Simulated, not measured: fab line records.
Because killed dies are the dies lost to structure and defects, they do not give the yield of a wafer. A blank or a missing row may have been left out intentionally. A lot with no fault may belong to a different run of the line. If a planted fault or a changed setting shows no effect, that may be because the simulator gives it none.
Matching of chambers :: flow n5_finfet :: ald_sin-01 running N5_ILD0_ALD_15: 4 sister chambers
The step deposits SiNx, target thk 24 nm, pulse time 1 s, ald cycles 480. 8 wafers are shown with their chamber, then 10 later ones without.

## WAFERS, EACH WITH ITS CHAMBER
wafer: L076.3
chamber: 3
heater_power_w (W): 933
precursor_pulse_height_rel: 1.028

wafer: L081.1
chamber: 2
heater_power_w (W): 1051
precursor_pulse_height_rel: 0.995

wafer: L083.5
chamber: 3
heater_power_w (W): 911
precursor_pulse_height_rel: 1.001

wafer: L084.1
chamber: 1
heater_power_w (W): 979
precursor_pulse_height_rel: 1.000

wafer: L084.4
chamber: 0
heater_power_w (W): 749
precursor_pulse_height_rel: 0.989

wafer: L084.5
chamber: 0
heater_power_w (W): 754
precursor_pulse_height_rel: 1.029

wafer: L088.1
chamber: 2
heater_power_w (W): 1028
precursor_pulse_height_rel: 1.007

wafer: L088.2
chamber: 1
heater_power_w (W): 1013
precursor_pulse_height_rel: 0.991

## WAFERS WITHOUT THEIR CHAMBER
wafer: L088.6
heater_power_w (W): 733
precursor_pulse_height_rel: 1.003

wafer: L090.1
heater_power_w (W): 738
precursor_pulse_height_rel: 1.040

wafer: L090.2
heater_power_w (W): 889
precursor_pulse_height_rel: 1.011

wafer: L090.3
heater_power_w (W): 1087
precursor_pulse_height_rel: 1.013

wafer: L094.1
heater_power_w (W): 1062
precursor_pulse_height_rel: 1.017

wafer: L094.4
heater_power_w (W): 909
precursor_pulse_height_rel: 1.010

wafer: L094.6
heater_power_w (W): 996
precursor_pulse_height_rel: 1.012

wafer: L095.2
heater_power_w (W): 1051
precursor_pulse_height_rel: 1.002

wafer: L095.3
heater_power_w (W): 744
precursor_pulse_height_rel: 1.027

wafer: L095.6
heater_power_w (W): 1018
precursor_pulse_height_rel: 1.014

## WHICH CHAMBER EACH ONE RAN IN
wafer: L088.6
from the rows above: 0
in truth: 0

wafer: L090.1
from the rows above: 0
in truth: 0

wafer: L090.2
from the rows above: 3
in truth: 3

wafer: L090.3
from the rows above: 2
in truth: 2

wafer: L094.1
from the rows above: 2
in truth: 2

wafer: L094.4
from the rows above: 3
in truth: 3

wafer: L094.6
from the rows above: can't be placed: 1 or 2
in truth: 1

wafer: L095.2
from the rows above: 2
in truth: 2

wafer: L095.3
from the rows above: 0
in truth: 0

wafer: L095.6
from the rows above: can't be placed: 2 or 1
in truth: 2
8 of 10 placed correctly. From these rows, 2 cannot be placed; in 2 the true chamber is one of the candidates. Placed wrongly: 0.
How it was worked out, from the rows above alone: a wafer's distance from a chamber is the root of the sum, over the readings, of the square of ((its reading less the chamber's mean) divided by the reading's scatter). If the next closest chamber is less than 2 further off than the closest, the wafer can't be placed; otherwise it belongs to the closest. Each chamber's mean is taken over the wafers shown for it. The scatter: the root of (the sum of the squares of (reading less its chamber's mean) over the shown wafers, divided by (wafers less chambers)).
